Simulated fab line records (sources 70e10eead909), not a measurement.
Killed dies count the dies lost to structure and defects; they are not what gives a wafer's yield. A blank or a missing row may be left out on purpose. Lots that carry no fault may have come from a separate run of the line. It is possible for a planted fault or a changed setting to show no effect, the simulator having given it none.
Which tool is to blame? + flow nandHarc + 9 lots with 27 wafers sampled at 3 steps, on a route of 1302 steps

== WHAT THE GAUGES SHOWED, per wafer ==
NHARC_A_CHANNEL_HOLE_D2_CD_MEAS_10: the cd target is 100 nm.
| lot  | measured     | on       | cdNm (nm)                     |
|------|--------------|----------|-------------------------------|
| L743 | day 14 04:29 | cdSem-03 | 100.1 100.4 100.6             |
| L746 | day 15 22:19 | cdSem-02 | 94.2 93.8 93.5 94.2 94.0 93.3 |
| L751 | day 17 10:32 | cdSem-01 | 93.8 93.9 93.4 93.8 93.9 93.8 |
| L750 | day 17 11:17 | cdSem-01 | 95.2 94.5 94.8 95.5 94.8 94.9 |
| L756 | day 19 16:48 | cdSem-02 | 99.7 99.3 100.8               |
| L757 | day 20 01:50 | cdSem-01 | 100.0 100.0 100.2             |
| L758 | day 21 00:02 | cdSem-02 | 99.6 99.9 99.5                |
| L760 | day 21 13:02 | cdSem-01 | 99.6 100.5 100.7              |
| L761 | day 22 10:07 | cdSem-03 | 100.0 100.5 100.3             |

== EACH LOT AND THE TOOL THAT RAN IT (in order: tool; ch and the chambers of the sampled wafers; start) ==
| lot  | NHARC_A_CHANNEL_FILL_D1_STRIP_29             | NHARC_A_CHANNEL_HOLE_D2_PEB_08   |
|------|----------------------------------------------|----------------------------------|
| L743 | rieDiel-13 ch 0,2,3, day 14 04:24 or earlier | lithoTrack-04 ch 0, day 14 04:24 |
| L746 | rieDiel-03 ch 1,3, day 15 22:14 or earlier   | lithoTrack-04 ch 0, day 15 22:14 |
| L751 | rieDiel-13 ch 0,3, day 17 10:28 or earlier   | lithoTrack-04 ch 0, day 17 10:28 |
| L750 | rieDiel-02 ch 0,1, day 17 11:12 or earlier   | lithoTrack-04 ch 0, day 17 11:12 |
| L756 | rieDiel-02 ch 2,3, day 19 16:43 or earlier   | lithoTrack-04 ch 0, day 19 16:43 |
| L757 | rieDiel-03 ch 1,2,3, day 17 15:46            | lithoTrack-04 ch 0, day 20 01:45 |
| L758 | rieDiel-13 ch 0,2,3, day 18 13:10            | lithoTrack-06 ch 0, day 20 23:57 |
| L760 | rieDiel-02 ch 0,1, day 21 12:57 or earlier   | lithoTrack-04 ch 0, day 21 12:57 |
| L761 | rieDiel-03 ch 0,1,3, day 22 10:01 or earlier | lithoTrack-04 ch 0, day 22 10:01 |
- NHARC_A_CHANNEL_FILL_D1_STRIP_29: strips in O2, time 20 s.
- NHARC_A_CHANNEL_HOLE_D2_PEB_08: peb time 65 s.

== THE ANSWER, worked out from the rows above alone ==
Rule: usual is defined by the lots themselves. The widest of any qualifying gaps counts: lots, ordered by their means at a reading, are off when they make up no more than a third of the lots, leave a main group of 4 or more, and stand apart from it by 3 or more times the standard deviation of that group's means. A main group whose means are all the same, to the digits that the tables above print for the reading, isn't used. A lot without any number at a reading at which 4 lots or more have one is off too. Any other lot the step has rows for is counted as sound.
Off: L746, L751, L750, at NHARC_A_CHANNEL_HOLE_D2_CD_MEAS_10 (cdNm). For the main group the mean is 100.1 nm and the standard deviation 0.24.
A tool fits if, at a process step before that reading, it ran every lot that is off, and no sound lot after the first of them. Gauges at NHARC_A_CHANNEL_HOLE_D2_CD_MEAS_10: tried the same way as those tools. NHARC_A_CHANNEL_FILL_D1_STRIP_29 gives no start for some lots, so the hours and the order of its lots are those of NHARC_A_CHANNEL_HOLE_D2_PEB_08. Not one of the candidates tried fits.

== WHAT THE SIMULATOR HAD INSERTED ==
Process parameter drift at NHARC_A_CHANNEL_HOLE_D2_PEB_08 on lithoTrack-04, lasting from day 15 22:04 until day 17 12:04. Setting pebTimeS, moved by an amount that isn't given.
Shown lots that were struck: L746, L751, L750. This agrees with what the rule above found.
